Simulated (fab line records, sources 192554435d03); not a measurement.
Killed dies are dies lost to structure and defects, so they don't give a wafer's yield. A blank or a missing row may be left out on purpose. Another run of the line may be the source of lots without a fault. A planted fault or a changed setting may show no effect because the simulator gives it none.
What tool caused it? ; flow n5_finfet ; Sampling: 9 lots, 26 wafers, 5 of 1938 route steps

WHAT THE GAUGES READ, wafer by wafer
N5_BEOL_M4_RC_MEAS_101.
lot;measured;on;DIBL_N (mV/V);DIBL_P (mV/V);IOFF_N (nA/um);IOFF_P (nA/um);ION_N (uA/um);ION_P (uA/um);SS_N (mV/dec);SS_P (mV/dec);VT_N (mV);VT_P (mV)
L143;day 7 14:54;prober-01;37.0 35.4 37.2;37.6 34.6 38.3;0.149 0.118 0.144;0.21 0.17 0.22;664 654 664;462 457 461;71.6 71.8 71.6;73.3 72.9 73.2;249 255 252;-251 -254 -251
L147;day 9 00:53;prober-02;34.6 36.3 35.7;34.7 36.2 35.8;0.141 0.157 0.162;0.19 0.21 0.21;683 676 677;467 466 469;70.9 72.1 71.3;72.6 73.3 72.5;250 249 249;-252 -250 -249
L150;day 9 09:17;prober-01;41.1 36.9 38.0;40.4 36.6 37.7;0.279 0.175 0.186;0.29 0.21 0.23;694 679 684;470 460 465;72.1 71.8 72.0;74.6 73.2 74.4;245 249 247;-248 -252 -251
L151;day 10 03:05;prober-02;37.8 37.4 36.2;38.2 37.0 36.6;0.171 0.156 0.140;0.24 0.21 0.21;679 670 657;470 456 465;72.0 71.8 71.6;74.1 73.5 73.0;250 254 249;-249 -249 -250
L155;day 11 05:29;prober-01;33.0 36.2 33.8;32.4 35.5 33.0;0.104 0.145 0.109;0.15 0.18 0.15;660 664 668;446 456 453;70.9 71.4 71.1;72.5 73.0 72.2;255 252 256;-254 -253 -254
L156;day 11 08:40;prober-01;36.7 34.2 36.9;38.0 34.1 37.7;0.168 0.113 0.155;0.23 0.17 0.22;687 656 670;464 460 470;71.7 70.8 71.5;73.1 73.2 74.0;249 256 250;-249 -254 -250
L160;day 12 05:31;prober-01;35.6 36.9 36.6;37.1 37.5 37.7;0.150 0.166 0.169;0.19 0.19 0.20;663 676 675;457 460 457;71.3 72.4 72.3;73.5 73.6 73.7;253 248 251;-254 -254 -254
L162;day 12 12:51;prober-01;36.9 36.9 36.4;39.4 39.2 38.2;0.195 0.187 0.174;0.25 0.23 0.22;675 673 671;465 463 462;71.8 72.0 72.4;74.3 74.5 74.7;247 249 250;-247 -252 -248
L164;day 13 12:38;prober-02;35.6 34.5;36.6 34.6;0.159 0.131;0.20 0.17;674 664;456 456;71.3 71.1;72.6 73.1;247 252;-252 -255

WHAT TOOL EACH LOT RAN ON (gives the tool, then ch and the chambers of the sampled wafers, and finally the start)
lot;N5_BEOL_M2_ETCH_63;N5_BEOL_M2_STRIP_19;N5_BEOL_M2_ALD_98;N5_BEOL_M2_ETCH_70
L143;rie_diel-06 ch 1,2, day 6 14:08;rie_diel-06 ch 1,2,3, day 6 14:28;ald_sin-03 ch 0,3, day 6 15:30;rie_diel-01 ch 0,2,3, day 6 16:40
L147;rie_diel-01 ch 0,1,3, day 7 19:29;rie_diel-01 ch 0,1,3, day 7 19:54;ald_sin-04 ch 0,1,2, day 7 20:33;rie_diel-01 ch 0,1,3, day 7 23:22
L150;rie_diel-01 ch 0,1,3, day 8 06:50;rie_diel-06 ch 0,2,3, day 8 07:10;ald_sin-03 ch 1,3, day 8 08:04;rie_diel-02 ch 1,2,3, day 8 08:14
L151;rie_diel-01 ch 1,2, day 8 18:14;rie_diel-02 ch 0,3, day 8 18:33;ald_sin-03 ch 0,1,2, day 8 20:33;rie_diel-06 ch 0,2,3, day 8 23:39
L155;rie_diel-01 ch 0,1,2, day 9 13:13;rie_diel-06 ch 0,2,3, day 9 13:35;ald_sin-03 ch 0,1,2, day 9 14:28;rie_diel-06 ch 1,2,3, day 9 20:14
L156;rie_diel-02 ch 0,2, day 9 21:28;rie_diel-02 ch 2,3, day 9 21:46;ald_sin-03 ch 0,1,2, day 9 22:32;rie_diel-01 ch 0,2, day 10 01:37
L160;rie_diel-01 ch 1,2, day 11 03:31;rie_diel-02 ch 1,2,3, day 11 04:00;ald_sin-01 ch 0,2,3, day 11 04:44;rie_diel-01 ch 1,2, day 11 04:59
L162;rie_diel-01 ch 1,2, day 11 07:56;rie_diel-02 ch 0,3, day 11 08:21;ald_sin-04 ch 0,2,3, day 11 09:48;rie_diel-06 ch 0,1,3, day 11 10:56
L164;rie_diel-02 ch 0,1, day 11 15:15;rie_diel-02 ch 0,2, day 11 15:34;ald_sin-01 ch 0,2, day 11 16:13;rie_diel-02 ch 0,3, day 12 00:53
- N5_BEOL_M2_ETCH_63: etches SiARC in CF4, target depth 15.6 nm, time 26 s.
- N5_BEOL_M2_STRIP_19: strips in O2.
- N5_BEOL_M2_ALD_98: deposits SiO2, target thk 2.5 nm, pulse time 1 s, co reactant pulse time 1 s.
- N5_BEOL_M2_ETCH_70: etches SOC in N2/H2, target depth 80 nm, overetch 24 nm, time 130 s.

AS READ BY THE TOOLS THEMSELVES (means over the sampled wafers that have a number; for cases with no such wafer, the mark the record gives instead)
N5_BEOL_M2_ETCH_63.
lot;tool;bias_w (W);drypump_motor_current_A (A);etch_rf_on_time_s (s);oes_product_au (a.u.);rf_fwd_power_W (W);rf_vpp_V (V);showerhead_plenum_p_Torr (Torr);throttle_valve_pct (%)
L143;rie_diel-06;35.98;6.3;26.1;0.73;532.5;184.1;2.13;15.58
L147;rie_diel-01;35.92;5.7;26.1;0.65;533.2;183.4;2.09;15.75
L150;rie_diel-01;35.92;5.7;25.9;0.64;532.1;182.6;2.08;15.77
L151;rie_diel-01;35.91;6.0;26.0;0.74;530.6;183.9;2.11;15.53
L155;rie_diel-01;36.01;5.9;25.9;0.66;532.7;183.2;2.09;15.73
L156;rie_diel-02;35.92;5.8;25.7;0.71;531.7;185.1;2.20;15.37
L160;rie_diel-01;35.97;5.6;26.0;0.64;530.8;183.3;2.11;15.72
L162;rie_diel-01;35.97;6.0;26.4;0.69;531.0;183.5;2.11;15.57
L164;rie_diel-02;35.97;5.7;25.7;0.69;530.6;184.2;2.17;15.38

N5_BEOL_M2_STRIP_19.
lot;tool;drypump_motor_current_A (A);oes_product_au (a.u.);rf_vpp_V (V);showerhead_plenum_p_Torr (Torr);throttle_valve_pct (%)
L143;rie_diel-06;5.7;0.87;3.7;2.15;16.62
L147;rie_diel-01;5.7;0.76;3.4;2.04;16.77
L150;rie_diel-06;5.3;0.88;3.8;2.23;16.62
L151;rie_diel-02;5.4;0.84;3.8;2.09;16.43
L155;rie_diel-06;5.3;0.86;3.8;2.22;16.65
L156;rie_diel-02;5.0;0.81;3.0;2.10;16.73
L160;rie_diel-02;5.4;0.80;3.9;2.12;16.64
L162;rie_diel-02;5.1;0.81;3.3;2.05;16.63
L164;rie_diel-02;5.8;0.79;3.6;2.17;16.50

N5_BEOL_M2_ALD_98.
lot;tool;heater_power_w (W);precursor_pulse_height_rel;susceptor_temp_C (C)
L143;ald_sin-03;80;0.982;100.18
L147;ald_sin-04;80;0.991;100.04
L150;ald_sin-03;68;1.014;99.95
L151;ald_sin-03;74;1.015;100.03
L155;ald_sin-03;74;1.013;99.68
L156;ald_sin-03;74;0.982;99.74
L160;ald_sin-01;83;1.008;99.99
L162;ald_sin-04;78;0.990;100.06
L164;ald_sin-01;83;1.007;100.05

N5_BEOL_M2_ETCH_70.
lot;tool;bias_w (W);drypump_motor_current_A (A);oes_product_au (a.u.);rf_fwd_power_W (W);rf_vpp_V (V);showerhead_plenum_p_Torr (Torr);throttle_valve_pct (%)
L143;rie_diel-01;150.1;6.1;0.57;835.4;521.0;2.46;17.84
L147;rie_diel-01;149.8;5.7;0.56;837.6;521.2;2.47;17.91
L150;rie_diel-02;149.5;5.4;0.60;834.2;524.6;2.58;17.65
L151;rie_diel-06;149.6;5.3;0.64;839.1;528.6;2.69;17.72
L155;rie_diel-06;149.6;5.8;0.62;839.3;525.8;2.61;17.80
L156;rie_diel-01;150.0;6.3;0.62;836.9;521.6;2.46;17.69
L160;rie_diel-01;150.4;6.0;0.60;836.7;522.5;2.49;17.69
L162;rie_diel-06;150.5;5.7;0.60;837.8;525.4;2.60;17.78
L164;rie_diel-02;149.4;5.2;0.59;835.5;523.6;2.52;17.70

THE ANSWER, worked out from the rows above alone
Rule: what is usual is taken from the lots themselves. Put in order of their means at a reading, lots are off if they are a third of the lots or fewer, leave a main group of 4 or more, and stand apart from it by a gap of 3 or more times the standard deviation of the main group's means; of several such gaps the widest counts. If all means in a main group match to the digits the tables above print for the reading, that group is not used. Also off: a lot with no number at a reading for which 4 or more lots have one. Any other lot the step has rows for is counted as sound. After the gauges, taken in route order, come the tools' own readings; for these a lot's mean is taken, as printed above. The first step at which some lot is off is used, and at that step the reading that is off furthest; a lot without a number counts as furthest.
Off, at N5_BEOL_M2_ALD_98 on susceptor_temp_C: L155, L156. The main group has a mean of 100.04 C with a standard deviation of 0.066.
If a tool, at that step or one of the process steps before it, ran each lot that is off and ran no sound lot following the first of them, it fits. One fits: N5_BEOL_M2_ALD_98 on ald_sin-03. A fault onset in the window from L151 (day 8 20:33, its last sound lot) to L155 (day 9 14:28, its first lot off) fits.
On the lots that are off, the tool's own readings at N5_BEOL_M2_ALD_98 differ by more than 5 times the standard deviation of the sound lots' means, which bears it out; susceptor_temp_C reads 99.71 C there versus 100.04 C on the sound lots.

WHAT THE SIMULATOR HAD PUT IN
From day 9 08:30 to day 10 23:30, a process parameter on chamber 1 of ald_sin-03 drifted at N5_BEOL_M2_ALD_98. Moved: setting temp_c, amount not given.
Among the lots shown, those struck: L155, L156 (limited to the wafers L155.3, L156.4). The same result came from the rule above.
